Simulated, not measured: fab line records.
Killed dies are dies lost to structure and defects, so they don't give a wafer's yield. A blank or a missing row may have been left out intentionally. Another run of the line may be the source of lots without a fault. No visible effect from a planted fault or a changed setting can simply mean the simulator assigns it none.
fab line records -- flow nandHarc
record: lots: 6, wafers: 18, lastDay: 35
route steps=1302 shown A_STAIRCASE@683
lots untouched by any fault: they come from a run of this same line in which no faults occurred
startH: the number of hours between the record's first day and the start of the first shown wafer of the lot -- waitH: hours from the lot's prior step to this one -- " repeats the value in the row above -- L1.1+2: a row that stands for several wafers -- - either no value or no given start -- * or withheld: withheld -- < > ~ a bound
route shown NAME@n: a module of which the file shows steps, and the number in the route of the first -- usual: average and standard deviation across the fault-free wafers -- same: alike in all rows -- chamber/n: place in a boat -- sites: readings site by site -- _std_site: standard deviation of those values -- _edge_site: outer sites' mean less inner sites' -- radiusMm: for every site, how far away it sits from the centre of the wafer -- mask NAME#n: copy n -- behind: tool/chamber where the wafer was last shaped -- hold: why the lot went on hold/how many hours it stayed there/how the hold came to an end -- device: the transistor (n, p or np) that didn't switch -- end of line: tests of these same wafers at the route's end -- step lacking rows: just its recipe -- killed: at the first sort, the dies lost to defects and structure; wafer yield is something else -- map: shows each die of a wafer: x if killed, . if not, _ if none is there
set.NAME: the run value of the setting; set.NAME@STEP: its run value at that earlier step -- model.NAME: the simulator's own value behind a step, which no gauge read
lots at selected steps of the route; one table per step, one row per wafer
services: from which hour (startH, from the record's first day; less than 0 if before it) a tool's chamber was out of use, for how many hours, and why
== steps ==
step: NHARC_A_STAIRCASE_TRIM_26
recipe: timeS: 211.2, o2FlowSccm: 500, arFlowSccm: 0, biasW: 0, chemistry: O2
usual: drypumpMotorCurrentA: 5.7/0.56, oesProductAu: 1.002/0.0075, rfVppV: 57.7/0.83, showerheadPlenumPTorr: 3.48/0.14, throttleValvePct: 17.035/0.0075
same: biasW: 0
lot.wafer,tool,chamber,startH,waitH,drypumpMotorCurrentA,oesProductAu,rfHoursCounterH,rfVppV,showerheadPlenumPTorr,throttleValvePct
L881.3,rieDiel-04,0,-,-,4.6,0.988,19,58.1,3.76,17.025
L881.2,rieDiel-04,1,-,-,4.9,1.000,15,58.4,3.31,17.038
L881.1,rieDiel-04,2,-,-,5.8,0.994,14,57.0,3.45,17.039
L888.1,rieDiel-04,1,-,-,4.9,1.002,44,56.8,3.30,17.031
L888.3,rieDiel-04,3,-,-,6.2,0.990,43,58.2,3.58,17.044
L888.6,rieDiel-04,2,-,-,5.8,0.991,-,57.5,3.43,17.037
L889.2,rieDiel-04,2,-,-,5.7,1.001,47,57.5,3.43,17.023
L889.3,rieDiel-04,3,-,-,6.2,0.997,47,58.1,3.58,17.032
L889.6,rieDiel-04,1,-,-,4.9,1.001,-,57.2,3.30,17.042
L893.2,rieDiel-04,3,-,-,6.2,1.002,58,59.4,3.57,17.027
L893.4,rieDiel-04,0,-,-,4.6,0.999,56,57.9,3.74,17.036
L893.5,rieDiel-04,0,-,-,4.6,0.988,-,59.1,3.74,17.033
L896.3,rieDiel-10,0,-,-,6.3,1.012,47,58.2,3.51,17.027
L896.6,rieDiel-10,3,-,-,5.5,0.998,-,58.7,3.38,17.032
L896.4,rieDiel-10,2,-,-,6.0,1.018,-,57.8,3.30,17.041
L898.4,rieDiel-07,3,-,-,6.1,1.015,36,58.7,3.37,17.037
L898.1,rieDiel-07,1,-,-,5.7,1.011,30,56.9,3.43,17.036
L898.6,rieDiel-07,0,-,-,6.5,1.019,-,58.3,3.69,17.032
step: NHARC_A_STAIRCASE_ETCH_27
recipe: targetDepthA: 1000, timeS: 40.5, ionEnergyEv: 400, c4f8FlowSccm: 20, o2FlowSccm: 10, arFlowSccm: withheld, rfW: 600, biasW: 1000, chemistry: C4F8/O2
usual: biasW: 999.9/2.9, oesProductAu: 0.944/0.0079, rfFwdPowerW: 592/3.3, rfVppV: 894/5.2
lot.wafer,tool,chamber,startH,waitH,biasW,oesProductAu,rfFwdPowerW,rfHoursCounterH,rfVppV
L881.1,rieDiel-04,3,-,-,999.4,0.966,592,18,900
L881.2,rieDiel-04,1,-,-,998.5,0.948,595,15,888
L881.3,rieDiel-04,2,-,-,998.5,0.951,594,14,894
L888.3,rieDiel-04,3,-,-,1001.3,0.941,593,43,899
L888.1,rieDiel-04,1,-,-,1000.5,0.947,597,44,888
L888.6,rieDiel-04,3,-,-,1003.9,0.943,594,-,897
L889.3,rieDiel-04,0,-,-,1003.7,0.939,593,47,904
L889.2,rieDiel-04,2,-,-,1001.2,0.937,594,47,892
L889.6,rieDiel-04,0,-,-,998.9,0.942,589,-,904
L893.4,rieDiel-04,1,-,-,1002.0,0.944,595,54,887
L893.2,rieDiel-04,3,-,-,999.2,0.940,590,58,898
L893.5,rieDiel-04,1,-,-,1001.5,0.947,592,-,887
L896.3,rieDiel-10,0,-,-,999.0,0.943,596,47,897
L896.4,rieDiel-10,0,-,-,992.9,0.935,594,-,895
L896.6,rieDiel-10,2,-,-,1001.7,0.950,598,-,887
L898.1,rieDiel-07,3,-,-,1004.6,0.943,587,36,890
L898.4,rieDiel-07,1,-,-,998.5,0.956,597,30,893
L898.6,rieDiel-07,3,-,-,1002.1,0.943,586,-,890
step: NHARC_A_STAIRCASE_STRIP_175
recipe: powerW: 1500, tempC: 250, chemistry: O2
usual: drypumpMotorCurrentA: 5.4/0.32, heaterPowerW: 307/21
lot.wafer,tool,chamber,startH,waitH,drypumpMotorCurrentA,heaterPowerW,rfHoursCounterH
L881.1,plasmaAsher-01,1,410.76,0.1,5.7,340,14
L881.2,plasmaAsher-01,0,410.76,0.1,5.4,301,14
L881.3,plasmaAsher-01,1,410.76,0.1,5.7,341,-
L888.1,plasmaAsher-01,1,492.15,0.1,5.7,338,30
L888.3,plasmaAsher-01,0,492.15,0.1,5.4,305,-
L888.6,plasmaAsher-01,1,492.15,0.1,5.7,334,-
L889.2,plasmaAsher-01,1,502.82,0.1,5.7,345,34
L889.3,plasmaAsher-01,0,502.82,0.1,5.4,306,-
L889.6,plasmaAsher-01,1,502.82,0.1,5.8,337,-
L893.2,plasmaAsher-02,1,530.87,0.3,4.9,314,21
L893.4,plasmaAsher-02,1,530.87,0.3,4.9,313,-
L893.5,plasmaAsher-02,0,530.87,0.3,5.7,280,-
L896.3,plasmaAsher-02,0,573.18,0.2,5.7,285,-
L896.4,plasmaAsher-02,1,573.18,0.2,4.9,324,-
L896.6,plasmaAsher-02,0,573.18,0.2,5.6,285,-
L898.1,plasmaAsher-02,0,593.16,0.1,5.6,277,33
L898.4,plasmaAsher-02,1,593.16,0.1,4.9,322,-
L898.6,plasmaAsher-02,0,593.16,0.1,5.6,280,-
step: NHARC_A_STAIRCASE_STRIP_148
recipe: timeS: 900, tempC: 130, chemistry: SPM
step: NHARC_A_STAIRCASE_PRECLEAN_149
recipe: timeS: *, tempC: 50, bathAgeMin: 0, chemistry: SC1
step: NHARC_A_STAIRCASE_SRD_150
step: NHARC_A_STAIRCASE_DEHYDRATE_176
recipe: tempC: 150, timeS: 120
step: NHARC_A_STAIRCASE_HMDS_177
recipe: timeS: 30
step: NHARC_A_STAIRCASE_COAT_178
recipe: spinRpm: 1200
step: NHARC_A_STAIRCASE_SOFTBAKE_179
recipe: tempC: 135, timeS: 170
step: NHARC_A_STAIRCASE_EBR_180
step: NHARC_A_STAIRCASE_EXPOSE_181
recipe: na: 0.5, doseMj: 27.87, maskId: STAIR_2
usual: exposureDoseMJCm2: 27.878/0.026, focusOffsetNm: 0.0/0.51
lot.wafer,tool,chamber,startH,waitH,mask,exposureDoseMJCm2,focusOffsetNm
L881.1,krfScanner-02,0,411.99,-,STAIR_2#0,27.861,0.5
L881.2,krfScanner-02,0,411.99,-,STAIR_2#0,27.843,0.2
L881.3,krfScanner-02,0,411.99,-,STAIR_2#0,27.873,0.1
L888.1,krfScanner-04,-,493.20,-,STAIR_2#0,-,-
L888.3,krfScanner-04,-,493.20,-,STAIR_2#0,-,-
L888.6,krfScanner-04,-,493.20,-,STAIR_2#0,-,-
L889.2,krfScanner-02,-,503.91,-,STAIR_2#0,-,-
L889.3,krfScanner-02,-,503.91,-,STAIR_2#0,-,-
L889.6,krfScanner-02,-,503.91,-,STAIR_2#0,-,-
L893.2,krfScanner-02,0,532.01,-,STAIR_2#0,27.902,0.4
L893.4,krfScanner-02,0,532.01,-,STAIR_2#0,27.898,0.7
L893.5,krfScanner-02,0,532.01,-,STAIR_2#0,27.924,0.6
L896.3,krfScanner-02,0,574.12,-,STAIR_2#0,27.855,0.9
L896.4,krfScanner-02,0,574.12,-,STAIR_2#0,27.886,0.6
L896.6,krfScanner-02,0,574.12,-,STAIR_2#0,27.874,0.8
L898.1,krfScanner-04,0,594.25,-,STAIR_2#0,27.821,-0.4
L898.4,krfScanner-04,0,594.25,-,STAIR_2#0,27.805,0.1
L898.6,krfScanner-04,0,594.25,-,STAIR_2#0,27.877,0.2
step: NHARC_A_STAIRCASE_PEB_182
recipe: pebTempC: 115, pebTimeS: 130
== services ==
tool,chamber,startH,hours,kind
rieDiel-04,0,389.01,-,clean
rieDiel-04,1,389.01,-,clean
rieDiel-04,2,389.01,-,clean
rieDiel-04,3,389.01,-,clean
rieDiel-07,1,408.63,3.9,repair
rieDiel-07,3,411.93,19.5,repair
rieDiel-04,0,413.51,-,clean
rieDiel-04,1,413.51,-,clean
rieDiel-04,2,413.51,-,clean
rieDiel-04,3,413.51,-,clean
krfScanner-04,-,414.53,4.9,repair
rieDiel-10,-,419.56,9.0,pm
plasmaAsher-02,-,431.39,9.0,pm
krfScanner-02,-,438.01,4.0,pm
rieDiel-07,-,468.92,0.6,repair
rieDiel-07,-,471.23,9.0,pm
rieDiel-04,0,488.14,4.4,repair
rieDiel-04,1,492.65,4.0,repair
krfScanner-04,-,513.78,0.4,repair
plasmaAsher-01,-,519.04,9.0,pm
krfScanner-04,-,526.00,4.0,pm
rieDiel-04,-,532.41,9.0,pm
rieDiel-07,-,550.42,0.9,repair
rieDiel-07,0,562.55,12.0,repair
== key ==
firstSign: step: NHARC_A_STAIRCASE_EXPOSE_181, reading: toolRecord, direction: missing
effect none on later readings
metAt NHARC_A_STAIRCASE_EXPOSE_181
struckWafers L888.1,L888.3,L888.6,L889.2,L889.3,L889.6
laterRowsLeftOut L888.1,L888.3,L888.6,L889.2,L889.3,L889.6
sortLeftOut L888.1,L888.3,L888.6,L889.2,L889.3,L889.6
testerLeftOut L888,L889
onsetBetween 411.99 493.20
fault: kind: skippedStepWhole, tool: krfScanner-02,krfScanner-04, chamber: -, onsetH: 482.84, steps: NHARC_A_STAIRCASE_EXPOSE_181, scope: struckLotsOnly
testerLeftOut: of these lots the tester's yield and bins aren't shown, on N5 and GAA mostly nor the transistor test; their killed dies are dies lost to structure and defects alone, not to doping, threshold or leakage, so they don't give the yield
sortLeftOut: the simulated sort isn't trusted on such a fault, so these wafers' sort isn't shown, and their yield isn't known
laterRowsLeftOut: the simulator's readings of these wafers behind a module that went badly wrong aren't trusted and aren't shown, but for the sort
